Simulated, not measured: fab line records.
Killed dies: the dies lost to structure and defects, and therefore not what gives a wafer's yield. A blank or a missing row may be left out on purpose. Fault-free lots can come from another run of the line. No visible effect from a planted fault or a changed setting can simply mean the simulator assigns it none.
Matching of chambers / flow n5_finfet / N5_BEOL_M8_STRIP_19 on rie_diel-06 has 4 sister chambers
The step strips in O2. 4 wafers are shown with their chamber, then 8 later ones without.

WAFERS, EACH WITH ITS CHAMBER
wafer=L089.1; chamber=1; drypump_motor_current_A (A)=5.6
wafer=L089.3; chamber=0; drypump_motor_current_A (A)=6.5
wafer=L089.4; chamber=3; drypump_motor_current_A (A)=5.1
wafer=L096.1; chamber=2; drypump_motor_current_A (A)=5.6

WAFERS MISSING THEIR CHAMBER
wafer=L096.2; drypump_motor_current_A (A)=5.1
wafer=L096.3; drypump_motor_current_A (A)=5.6
wafer=L096.4; drypump_motor_current_A (A)=6.4
wafer=L096.5; drypump_motor_current_A (A)=6.4
wafer=L096.6; drypump_motor_current_A (A)=5.1
wafer=L095.1; drypump_motor_current_A (A)=5.1
wafer=L095.3; drypump_motor_current_A (A)=6.5
wafer=L095.4; drypump_motor_current_A (A)=5.6

WHICH CHAMBER EACH WENT THROUGH
wafer=L096.2; from the rows above=3; in truth=3
wafer=L096.3; from the rows above=can't be placed: 1 or 2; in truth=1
wafer=L096.4; from the rows above=0; in truth=0
wafer=L096.5; from the rows above=0; in truth=0
wafer=L096.6; from the rows above=3; in truth=3
wafer=L095.1; from the rows above=3; in truth=3
wafer=L095.3; from the rows above=0; in truth=0
wafer=L095.4; from the rows above=can't be placed: 1 or 2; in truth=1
6 of 8 placed correctly. Can't be placed from these rows: 2 (the true chamber is among the candidates in 2). Number placed wrongly: 0.
How it was worked out, from the rows above alone: a wafer's distance from a chamber is the root of the sum, over the readings, of the square of ((its reading less the chamber's mean) divided by the reading's scatter). The wafer belongs to the nearest chamber; if the next one is less than 2 further off, it can't be placed. For every chamber, the mean is computed from those of its wafers that are shown. The scatter (one wafer shown for each chamber): square how far every hidden wafer sits from the nearest shown wafer, average those squares and take the square root.
